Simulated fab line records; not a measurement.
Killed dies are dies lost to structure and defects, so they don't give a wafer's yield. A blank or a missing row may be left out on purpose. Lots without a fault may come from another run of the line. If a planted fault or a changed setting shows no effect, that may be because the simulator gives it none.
fab line records    flow nand_harc
record: lots: 6  wafers: 18  last_day: 34
route steps=1302 shown A_STAIRCASE@831 A_SGD_CUT@904 END@1302
lots that met no fault: from a run of the same line without faults
start_h: the number of hours between the record's first day and the start of the first shown wafer of the lot    wait_h: hours from the lot's prior step to this one    " identical to the entry in the row above    L1.1+2: several wafers, shown together as one row    - either no value or no given start    * or withheld: withheld    < > ~ a bound
route shown NAME@n: a module of which the file shows steps, and the number in the route of the first    usual: mean and standard deviation over wafers with no fault    same: alike in all rows    chamber/n: place in a boat    sites: readings site by site    _std_site: the values' standard deviation    _edge_site: the outer-site mean with the inner-site mean subtracted    radius_mm: for every site, how far away it sits from the centre of the wafer    mask NAME#n: copy n    behind: the most recent tool/chamber to have shaped the wafer    hold: why the lot was held/for how many hours/how that ended    device: transistor that didn't switch, given as n, p or np    end of line: tests of these same wafers at the route's end    for a step that has no rows: nothing shown but its recipe    killed: dies that structure and defects cost at the first sort, which is not the same as the wafer's yield    map: shows each die of a wafer: x if killed, . if not, _ if none is there
set.NAME: the setting the step ran with; set.NAME@STEP: the setting that earlier step ran with    model.NAME: the simulator's own value behind a step, which no gauge read
lots seen at some steps along the route; tables by step, rows by wafer
services: when a tool's chamber went out of use (start_h, in hours from the record's first day, below 0 if earlier), for how many hours, and the reason
== steps ==
step: NHARC_A_STAIRCASE_ETCH_313
recipe: cf4_flow_sccm: 100  chf3_flow_sccm: 30  ar_flow_sccm: 0  rf_w: 500  bias_w: 200  chemistry: CF4/CHF3
step: NHARC_A_STAIRCASE_HM_OPEN_463
recipe: o2_flow_sccm: 400  cos_flow_sccm: 20  ar_flow_sccm: 0  rf_w: 500  bias_w: 300  chemistry: O2/COS
step: NHARC_A_STAIRCASE_STRIP_464
recipe: o2_flow_sccm: 400  cos_flow_sccm: 20  ar_flow_sccm: 0  bias_w: 0  chemistry: O2/COS
step: NHARC_A_STAIRCASE_ETCH_453
recipe: target_depth_a: 300  overetch_a: 30  time_s: 16.5  ion_energy_ev: 100  cf4_flow_sccm: 80  o2_flow_sccm: 20  ar_flow_sccm: 0  rf_w: 300  bias_w: 100  chemistry: CF4/O2
usual: bias_w: 100.03/0.28  drypump_motor_current_A: 5.7/0.36  o2_flow_sccm: 20.00/0.061  oes_product_au: 1.004/0.01  rf_vpp_V: 197.9/1.3  showerhead_plenum_p_Torr: 1.34/0.051  throttle_valve_pct: 13.398/0.0084
lot.wafer  tool         chamber  start_h  wait_h  bias_w  drypump_motor_current_A  o2_flow_sccm  oes_product_au  rf_hours_counter_h  rf_vpp_V  showerhead_plenum_p_Torr  throttle_valve_pct
L145.3     rie_diel-11  0        -        -       100.19  6.7                      20.00         1.009           43                  197.9     1.35                      13.393
L145.4     "            1        "        "       100.24  5.1                      20.00         1.019           40                  198.8     1.32                      13.396
L145.6     "            0        "        "       99.86   6.7                      20.00         1.009           -                   197.7     1.35                      13.398
L147.3     rie_diel-08  2        -        -       99.94   5.6                      19.96         0.987           9                   196.7     1.31                      13.390
L147.5     "            1        "        "       100.34  5.6                      20.01         1.004           -                   199.1     1.38                      13.412
L147.6     "            2        "        "       99.47   5.6                      20.07         0.994           -                   197.9     1.31                      13.391
L153.2     rie_diel-08  1        -        -       99.52   5.6                      20.06         0.998           31                  199.3     1.38                      13.404
L153.4     "            2        "        "       100.36  5.6                      19.94         0.985           31                  197.8     1.30                      13.400
L153.6     "            1        "        "       100.00  5.6                      20.15         1.006           -                   197.2     1.38                      13.393
L157.3     rie_diel-08  2        -        -       100.14  5.6                      19.97         0.991           49                  196.9     1.30                      13.391
L157.2     "            3        "        "       100.02  5.8                      19.88         1.005           47                  197.3     1.31                      13.389
L157.5     "            1        "        "       100.21  5.5                      19.99         1.002           -                   198.4     1.37                      13.411
L156.3     rie_diel-11  3        -        -       99.37   5.2                      19.93         1.000           26                  199.1     1.40                      13.401
L156.2     "            1        "        "       100.14  5.1                      19.98         0.979           24                  199.1     1.32                      13.401
L156.5     "            3        "        "       100.25  5.2                      19.93         1.004           -                   199.4     1.40                      13.401
L164.1     rie_diel-08  3        -        -       100.39  5.9                      20.03         0.984           26                  197.6     1.30                      13.413
L164.2     "            1        "        "       99.79   5.6                      19.98         0.991           25                  198.6     1.37                      13.395
L164.5     "            0        "        "       99.97   5.4                      19.99         1.016           -                   198.9     1.34                      13.421
step: NHARC_A_STAIRCASE_ETCH_315
recipe: target_depth_a: 25000  time_s: 607.1  ion_energy_ev: 800  c4f8_flow_sccm: 80  o2_flow_sccm: 60  ar_flow_sccm: withheld  rf_w: 600  bias_w: 3000  chemistry: C4F8/O2/Ar
step: NHARC_A_STAIRCASE_STRIP_316
recipe: o2_flow_sccm: 500  ar_flow_sccm: 0  bias_w: 0  chemistry: O2
step: NHARC_A_STAIRCASE_STRIP_317
recipe: time_s: 900  temp_c: 130  chemistry: SPM
step: NHARC_A_STAIRCASE_PRECLEAN_318
recipe: time_s: *  temp_c: 50  bath_age_min: 0  chemistry: SC1
step: NHARC_A_STAIRCASE_SRD_329
step: NHARC_A_STAIRCASE_ALD_415
recipe: target_thk_a: 300  pulse_time_s: 6  ald_cycles: 300  temp_c: 300  material: SiO2
step: NHARC_A_STAIRCASE_ETCHBACK_416
recipe: target_depth_a: 360  time_s: 7.2  c4f8_flow_sccm: withheld  o2_flow_sccm: 8  ar_flow_sccm: withheld  rf_w: 600  bias_w: 800  chemistry: C4F8/O2/Ar
usual: bias_w: 799.9/2.5  oes_product_au: 0.937/0.026  rf_vpp_V: 724/4.2
lot.wafer  tool         chamber  start_h  wait_h  bias_w  oes_product_au  rf_hours_counter_h  rf_vpp_V
L145.4     rie_diel-11  1        -        -       799.7   0.937           42                  721
L145.3     "            3        "        "       801.7   0.938           49                  729
L145.6     "            2        "        "       799.7   0.933           -                   727
L147.3     rie_diel-01  2        -        -       802.3   0.930           7                   718
L147.6     "            0        "        "       799.4   0.913           -                   732
L147.5     "            1        "        "       802.0   0.941           -                   725
L153.2     rie_diel-11  2        -        -       799.6   0.927           13                  724
L153.4     "            1        "        "       798.8   0.912           10                  722
L153.6     "            3        "        "       797.8   0.922           -                   730
L157.3     rie_diel-01  2        -        -       796.7   0.931           41                  716
L157.2     "            3        "        "       801.5   0.912           41                  719
L157.5     "            3        "        "       803.3   0.911           -                   718
L156.2     rie_diel-01  2        532.16   2.5     798.1   0.948           44                  716
L156.3     "            3        "        "       799.2   0.917           44                  719
L156.5     "            1        "        "       799.3   0.931           -                   724
L164.1     rie_diel-08  2        -        -       799.7   0.939           27                  721
L164.2     "            1        "        "       800.5   0.924           27                  724
L164.5     "            2        "        "       801.8   0.944           -                   720
step: NHARC_A_STAIRCASE_STRIP_476
recipe: time_s: 20  o2_flow_sccm: 500  ar_flow_sccm: 0  bias_w: 0  chemistry: O2
usual: drypump_motor_current_A: 5.7/0.42  o2_flow_sccm: 499.9/1.4  oes_product_au: 1.004/0.0095  rf_vpp_V: 57.9/0.95  showerhead_plenum_p_Torr: 3.56/0.14  throttle_valve_pct: 17.038/0.0092
same: bias_w: 0
lot.wafer  tool         chamber  start_h  wait_h  drypump_motor_current_A  o2_flow_sccm  oes_product_au  rf_hours_counter_h  rf_vpp_V  showerhead_plenum_p_Torr  throttle_valve_pct
L145.4     rie_diel-11  3        407.66   0.2     5.2                      498.6         1.016           49                  57.6      3.71                      17.041
L145.3     "            0        "        "       6.7                      499.8         0.997           45                  59.1      3.56                      17.051
L145.6     "            2        "        "       5.4                      499.1         1.005           -                   57.3      3.62                      17.028
L147.3     rie_diel-01  1        418.50   0.1     5.9                      501.0         1.013           10                  58.6      3.57                      17.041
L147.6     "            1        "        "       5.9                      501.3         1.010           -                   57.1      3.57                      17.032
L147.5     "            2        "        "       6.2                      501.0         1.017           -                   56.2      3.31                      17.027
L153.4     rie_diel-11  0        476.73   0.1     6.7                      500.8         1.007           12                  57.6      3.55                      17.055
L153.2     "            1        "        "       5.1                      496.4         0.993           10                  56.3      3.49                      17.053
L153.6     "            0        "        "       6.7                      499.8         1.002           -                   58.0      3.55                      17.046
L157.2     rie_diel-01  1        524.42   0.3     5.9                      499.5         1.003           48                  56.7      3.55                      17.044
L157.3     "            2        "        "       6.2                      501.2         1.019           42                  55.8      3.29                      17.034
L157.5     "            1        "        "       5.9                      500.9         1.016           -                   55.9      3.55                      17.033
L156.3     rie_diel-01  2        532.24   0.1     6.2                      501.2         1.021           44                  56.8      3.29                      17.030
L156.2     "            0        "        "       5.5                      501.2         1.012           49                  59.4      3.78                      17.038
L156.5     "            2        "        "       6.2                      498.8         1.018           -                   58.6      3.29                      17.028
L164.2     rie_diel-08  2        626.73   0.1     5.6                      498.5         1.016           27                  58.5      3.42                      17.040
L164.1     "            3        "        "       5.9                      498.0         1.009           27                  57.6      3.44                      17.031
L164.5     "            1        "        "       5.6                      498.3         0.993           -                   58.9      3.61                      17.022
step: NHARC_A_STAIRCASE_DEP_417
recipe: target_thk_a: 600  step_coverage_pct: 20  temp_c: 400  target_thk_nm: 60  flow_sccm: 200  rf_w: 450  material: Si3N4
step: NHARC_A_STAIRCASE_WET_418
recipe: temp_c: 160  target_depth_a: 200  chemistry: H3PO4
step: NHARC_A_STAIRCASE_PRECLEAN_419
recipe: time_s: *  temp_c: 50  bath_age_min: 0  chemistry: SC1
step: NHARC_A_STAIRCASE_SRD_421
step: NHARC_A_STAIRCASE_ALD_420
recipe: target_thk_a: 200  pulse_time_s: 6  ald_cycles: 200  temp_c: 300  material: SiO2
step: NHARC_A_STAIRCASE_CVD_552
recipe: target_thk_a: 400  temp_c: 700  pressure_mtorr: 300  material: SiNx
step: NHARC_A_STAIRCASE_DEP_151
recipe: target_thk_a: 72000  temp_c: 400  target_thk_nm: 7200  teos_flow_sccm: 200  rf_w: 500  material: SiO2
step: NHARC_A_STAIRCASE_ANNEAL_320
recipe: temp_c: 750  time_s: 1800
step: NHARC_A_STAIRCASE_DEP_322
recipe: target_thk_a: 72000  temp_c: 400  target_thk_nm: 7200  teos_flow_sccm: 200  rf_w: 500  material: SiO2
step: NHARC_A_STAIRCASE_ANNEAL_323
recipe: temp_c: 750  time_s: 1800
step: NHARC_A_STAIRCASE_DEP_325
recipe: target_thk_a: 72000  temp_c: 400  target_thk_nm: 7200  teos_flow_sccm: 200  rf_w: 500  material: SiO2
step: NHARC_A_STAIRCASE_ANNEAL_326
recipe: temp_c: 750  time_s: 1800
step: NHARC_A_STAIRCASE_DEHYDRATE_433
recipe: temp_c: 150  time_s: 120
step: NHARC_A_STAIRCASE_HMDS_434
recipe: time_s: 30
step: NHARC_A_STAIRCASE_COAT_435
recipe: spin_rpm: 1200
step: NHARC_A_STAIRCASE_SOFTBAKE_436
recipe: temp_c: 135  time_s: 170
step: NHARC_A_STAIRCASE_EBR_437
step: NHARC_A_STAIRCASE_EXPOSE_438
recipe: na: 0.5  dose_mj: 28.97  mask_id: STAIR_REV
step: NHARC_A_STAIRCASE_PEB_439
recipe: peb_temp_c: 115  peb_time_s: 130
step: NHARC_A_STAIRCASE_DEVELOP_440
recipe: time_s: 140
step: NHARC_A_STAIRCASE_HARDBAKE_442
recipe: temp_c: 120  time_s: 140
step: NHARC_A_STAIRCASE_DESCUM_443
recipe: time_s: 3  o2_flow_sccm: 200  ar_flow_sccm: 0  bias_power_w: 0  chemistry: O2
usual: drypump_motor_current_A: 5.6/0.41  o2_flow_sccm: 200.0/0.61  oes_product_au: 1.005/0.01  rf_vpp_V: 57.9/0.82  showerhead_plenum_p_Torr: 1.93/0.072  throttle_valve_pct: 11.311/0.0083
lot.wafer  tool         chamber  start_h  wait_h  drypump_motor_current_A  o2_flow_sccm  oes_product_au  rf_hours_counter_h  rf_vpp_V  showerhead_plenum_p_Torr  throttle_valve_pct
L145.3     rie_diel-01  3        448.97   -       5.7                      199.7         0.999           19                  57.6      1.84                      11.312
L145.4     "            0        "        "       5.4                      200.4         1.018           19                  58.7      2.07                      11.317
L145.6     "            3        "        "       5.7                      199.1         1.001           -                   57.2      1.84                      11.315
L147.3     rie_diel-11  3        449.09   -       5.2                      200.3         0.987           1                   57.2      2.02                      11.318
L147.5     "            1        "        "       5.1                      199.8         0.993           -                   56.9      1.89                      11.310
L147.6     "            2        "        "       5.4                      199.9         1.002           -                   59.5      1.97                      11.303
L153.4     rie_diel-11  1        516.16   -       5.1                      200.4         0.997           17                  57.8      1.89                      11.311
L153.2     "            2        "        "       5.4                      198.8         1.010           20                  58.3      1.96                      11.312
L153.6     "            0        "        "       6.7                      200.1         1.016           -                   58.5      1.92                      11.289
L157.3     rie_diel-11  3        559.63   -       5.2                      200.0         1.017           36                  59.1      2.01                      11.316
L157.2     "            1        "        "       5.1                      200.4         1.003           33                  56.8      1.88                      11.307
L157.5     "            3        "        "       5.2                      200.2         1.012           -                   58.0      2.01                      11.295
L156.3     rie_diel-01  0        567.71   -       5.4                      200.6         0.998           0                   59.1      2.06                      11.304
L156.2     "            2        "        "       6.2                      200.6         1.023           0                   59.8      2.08                      11.308
L156.5     "            3        "        "       5.7                      200.8         0.998           -                   58.2      1.83                      11.309
L164.1     rie_diel-01  2        665.65   -       6.2                      200.2         1.017           30                  59.1      2.07                      11.306
L164.2     "            0        "        "       5.4                      201.1         0.984           30                  58.9      2.05                      11.297
L164.5     "            3        "        "       5.7                      199.8         0.988           -                   58.1      1.82                      11.320
step: NHARC_A_STAIRCASE_ETCH_444
recipe: target_depth_a: 2.04e+05  time_s: 6800  c4f8_flow_sccm: 20  o2_flow_sccm: 10  ar_flow_sccm: withheld  rf_w: 600  bias_w: 1000  chemistry: C4F8/O2
usual: bias_w: 999.5/2.8  oes_product_au: 0.937/0.019  rf_vpp_V: 808/4.1
lot.wafer  tool         chamber  start_h  wait_h  bias_w  oes_product_au  rf_hours_counter_h  rf_vpp_V
L145.3     rie_diel-01  2        449.56   0.6     998.7   0.937           15                  800
L145.4     "            0        "        "       1003.4  0.936           20                  815
L145.6     "            2        "        "       1003.5  0.930           -                   799
L147.3     rie_diel-11  1        452.92   3.8     1000.6  0.948           4                   805
L147.6     "            3        "        "       1003.9  0.946           -                   811
L147.5     "            0        "        "       1000.2  0.949           -                   806
L153.2     rie_diel-11  2        517.17   1.0     999.7   0.924           21                  810
L153.4     "            3        "        "       1002.3  0.925           21                  812
L153.6     "            1        "        "       1002.1  0.934           -                   806
L157.3     rie_diel-11  3        559.73   0.1     1001.8  0.931           37                  813
L157.2     "            0        "        "       997.0   0.933           37                  807
L157.5     "            3        561.63   2.0     1002.2  0.940           -                   811
L156.2     rie_diel-01  1        568.74   1.0     1005.2  0.978           1                   807
L156.3     "            2        "        "       1000.6  0.992           1                   816
L156.5     "            0        "        "       998.4   0.958           -                   816
L164.1     rie_diel-01  0        665.74   0.1     999.6   0.915           31                  815
L164.2     "            3        667.15   1.5     1002.6  0.917           33                  802
L164.5     "            1        "        "       998.4   0.924           -                   806
step: NHARC_A_STAIRCASE_STRIP_446
recipe: power_w: 1500  temp_c: 250  chemistry: O2
usual: drypump_motor_current_A: 5.6/0.48  heater_power_w: 333/28
lot.wafer  tool             chamber  start_h  wait_h  drypump_motor_current_A  heater_power_w  rf_hours_counter_h
L145.4     plasma_asher-02  0        453.53   0.1     6.1                      315             -
L145.3     "                1        "        "       5.5                      315             -
L145.6     "                0        "        "       6.1                      320             -
L147.3     plasma_asher-02  1        456.52   0.2     5.5                      317             -
L147.5     "                0        "        "       6.1                      313             -
L147.6     "                1        "        "       5.5                      325             -
L153.2     plasma_asher-02  1        521.62   1.1     5.5                      325             21
L153.4     "                0        "        "       6.1                      316             -
L153.6     "                1        "        "       5.5                      317             -
L157.2     plasma_asher-01  0        565.06   0.0     5.8                      330             6
L157.3     "                0        "        "       5.8                      336             -
L157.5     "                0        "        "       5.8                      334             -
L156.2     plasma_asher-02  0        572.20   0.0     6.1                      320             32
L156.3     "                0        "        "       6.1                      322             -
L156.5     "                0        "        "       6.1                      331             -
L164.2     plasma_asher-01  1        670.14   0.1     4.7                      398             27
L164.1     "                0        "        "       5.8                      330             27
L164.5     "                0        "        "       5.8                      329             -
step: NHARC_A_SGD_CUT_DESCUM_14
recipe: time_s: 3  o2_flow_sccm: 200  ar_flow_sccm: 0  bias_power_w: 0  chemistry: O2
usual: drypump_motor_current_A: 5.7/0.34  o2_flow_sccm: 200.0/0.61  oes_product_au: 0.998/0.012  rf_vpp_V: 57.9/0.87  showerhead_plenum_p_Torr: 1.93/0.079  throttle_valve_pct: 11.311/0.0093
lot.wafer  tool         chamber  start_h  wait_h  hold                      drypump_motor_current_A  o2_flow_sccm  oes_product_au  rf_hours_counter_h  rf_vpp_V  showerhead_plenum_p_Torr  throttle_valve_pct
L145.4     rie_diel-10  0        457.23   0.1     -                         5.6                      199.5         0.989           2                   56.5      1.86                      11.307
L145.3     "            2        "        "       -                         5.6                      200.5         1.007           3                   57.8      1.93                      11.307
L145.6     "            0        "        "       -                         5.6                      200.7         0.986           -                   57.6      1.86                      11.306
L147.3     rie_diel-06  0        460.26   0.1     -                         5.8                      200.2         0.990           7                   57.5      1.95                      11.313
L147.5     "            2        "        "       -                         5.2                      200.1         1.002           -                   59.6      2.06                      11.331
L147.6     "            3        "        "       -                         5.8                      199.6         1.003           -                   59.2      1.78                      11.318
L153.4     rie_diel-06  3        525.23   0.1     -                         5.8                      199.8         0.996           1                   58.9      1.78                      11.323
L153.2     "            0        "        "       -                         5.8                      201.4         0.988           1                   57.5      1.95                      11.303
L153.6     "            1        "        "       -                         5.1                      200.3         1.009           -                   58.3      2.05                      11.307
L157.2     rie_diel-10  3        569.52   0.9     await_dispo/0.7h/release  6.2                      200.3         0.995           13                  58.2      1.97                      11.315
L157.3     "            0        "        "       await_dispo/0.7h/release  5.6                      201.1         0.989           14                  57.8      1.85                      11.305
L157.5     "            3        "        "       await_dispo/0.7h/release  6.2                      200.5         0.996           -                   58.1      1.97                      11.315
L156.2     rie_diel-03  0        578.37   2.5     await_dispo/2.4h/release  5.9                      200.7         1.005           6                   57.2      1.92                      11.304
L156.3     "            3        "        "       await_dispo/2.4h/release  5.4                      199.5         0.998           6                   57.6      1.83                      11.336
L156.5     "            0        "        "       await_dispo/2.4h/release  6.0                      201.0         1.009           -                   57.6      1.92                      11.320
L164.2     rie_diel-10  1        673.72   0.1     -                         5.6                      199.1         1.000           5                   58.1      1.94                      11.305
L164.1     "            3        "        "       -                         6.1                      201.3         1.005           5                   58.8      1.97                      11.332
L164.5     "            0        "        "       -                         5.5                      200.4         0.972           -                   58.3      1.85                      11.310
step: NHARC_END_SORT_01
recipe: temp_c: 25
usual: killed_at_array: 41/10  killed_at_other: 0.8/0.91  killed_at_periphery: 4.2/2.9  killed_dies: 46/10  killed_open: 3.5/2.1  killed_short: 2.5/1.6
same: gross_dies: 677
lot.wafer  tool       chamber  start_h  wait_h  killed_at_array  killed_at_other  killed_at_periphery  killed_dies  killed_open  killed_short
L157.3     prober-01  0        694.32   3.1     81               0                6                    87           1            3
L156.3     prober-01  0        702.10   3.1     81               1                2                    84           4            2
L156.5     prober-01  0        703.70   3.7     75               0                1                    76           1            1
killed by level:class
L157.3 A_STAIRCASE:unspecified=51 A_CHANNEL_HOLE_D1:chamber_film_flake=14 A_CHANNEL_HOLE_D2:chamber_film_flake=9 P_GATE:chamber_film_flake=4 A_WL_FILL:geometric_particle:short=2 A_BLC:chamber_film_flake=2 P_CONTACT:geometric_particle:open=1 P_M0:geometric_particle:short=1
L156.3 A_STAIRCASE:unspecified=45 A_CHANNEL_HOLE_D1:chamber_film_flake=17 A_SLIT:chamber_film_flake=3 A_CONTACT:chamber_film_flake=3 A_DECK1_JOINT:chamber_film_flake=2 A_CHANNEL_HOLE_D2:chamber_film_flake=2 A_STAIRCASE:chamber_film_flake=2 A_M0:chamber_film_flake=2
L156.5 A_STAIRCASE:unspecified=44 A_CHANNEL_HOLE_D1:chamber_film_flake=15 A_SLIT:chamber_film_flake=6 A_CONTACT:chamber_film_flake=4 A_STAIRCASE:chamber_film_flake=2 A_WL_FILL:chamber_film_flake=2 A_CHANNEL_FILL_D1:geometric_particle:short=1 A_CHANNEL_FILL_D1:geometric_particle:open=1
map L156.3 (x killed, . not)
____________x____________
_________xxxxxxx_________
_______.xxxxxxx..._______
______..xxxxxxxx...______
_____....xxxxxxxx..._____
____.....xxxxxx......____
____.x....xxxx.......____
___.......x...........___
___........x..x.......___
__..........x....x.....__
__......x..............__
_........x.............._
_......................._
_......................._
_.x....................._
_......................._
.........................
.........................
.........................
........................x
.........................
_......................._
_....x........x........._
_....x.................._
_......................x_
_......................x_
__.....................__
__.....................__
___...................___
___...................___
____.x..x.xx.........____
____.................____
_____xx.x..xx.x...x._____
______x..x.x.......______
_______.x.xxxx.x.x_______
_________xxxxxx._________
____________x____________
map L157.3 (x killed, . not)
____________x____________
_________xxxxxxx_________
_______.xxxxxxxxx._______
______..xxxxxxx.xx.______
_____....xxxxxxxx..._____
____.....xxxxxxx.....____
____.....xxxxxxx.....____
___........x.xxx....x.___
___...........x.......___
__.....................__
__...........x.........__
_......................._
_......................._
_......................._
_......................._
_......................._
.........................
.........................
.........................
...........x.............
.........................
_.xx..................x._
_......................._
_..................x...._
_xx.......x............._
_xx....................._
__x....................__
__x...................x__
___.x.................___
___...................___
____...x.............____
____..............x..____
_____...x..........._____
______.xxxx.x......______
_______.....xxx..._______
_________.xxxxxx_________
____________x____________
== services ==
tool             chamber  start_h  hours  kind
rie_diel-11      1        382.95   10.2   repair
rie_diel-08      0        405.01   15.9   repair
rie_diel-01      2        406.95   6.4    repair
rie_diel-01      2        418.99   8.1    repair
rie_diel-10      -        419.53   9.0    pm
plasma_asher-02  -        426.00   9.0    pm
rie_diel-08      0        432.64   2.7    repair
rie_diel-11      -        435.98   9.0    pm
rie_diel-01      3        461.79   1.3    repair
rie_diel-01      3        474.99   5.7    repair
rie_diel-08      1        481.25   4.0    repair
rie_diel-11      3        486.50   8.3    repair
rie_diel-08      -        498.61   5.7    repair
rie_diel-10      2        499.61   4.9    repair
rie_diel-10      -        538.25   0.7    repair
rie_diel-08      -        548.91   9.0    pm
rie_diel-10      2        555.41   28.7   repair
rie_diel-01      -        557.90   9.0    pm
rie_diel-11      2        559.48   3.5    repair
rie_diel-01      -        591.56   0.6    repair
plasma_asher-02  -        603.15   9.0    pm
rie_diel-11      -        613.16   9.0    pm
rie_diel-11      2        635.67   3.2    repair
rie_diel-11      0        672.48   5.9    repair
== key ==
first_sign: step: NHARC_END_SORT_01  reading: killed_at_array  direction: up  sigmas: 3.8  usual: 41  struck: 79
effect: step: NHARC_END_SORT_01  reading: killed_dies  direction: up  sigmas: 3.6  usual: 46  struck: 82
more_kills_born_at: NHARC_A_STAIRCASE_STRIP_476@rie_diel-01: 139
met_at NHARC_A_STAIRCASE_STRIP_476
struck_wafers L156.3,L156.5,L157.3
tester_left_out L156,L157
onset_between 418.50 524.42
fault: kind: chamber_particle_source  tool: rie_diel-01  chamber: 2  onset_h: 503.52  steps: NHARC_A_STAIRCASE_STRIP_476  rate_per_visit_cm2: 0.65883  end_h: 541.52
tester_left_out: of these lots the tester's yield and bins aren't shown, on N5 and GAA mostly nor the transistor test; their killed dies are dies lost to structure and defects alone, not to doping, threshold or leakage, so they don't give the yield
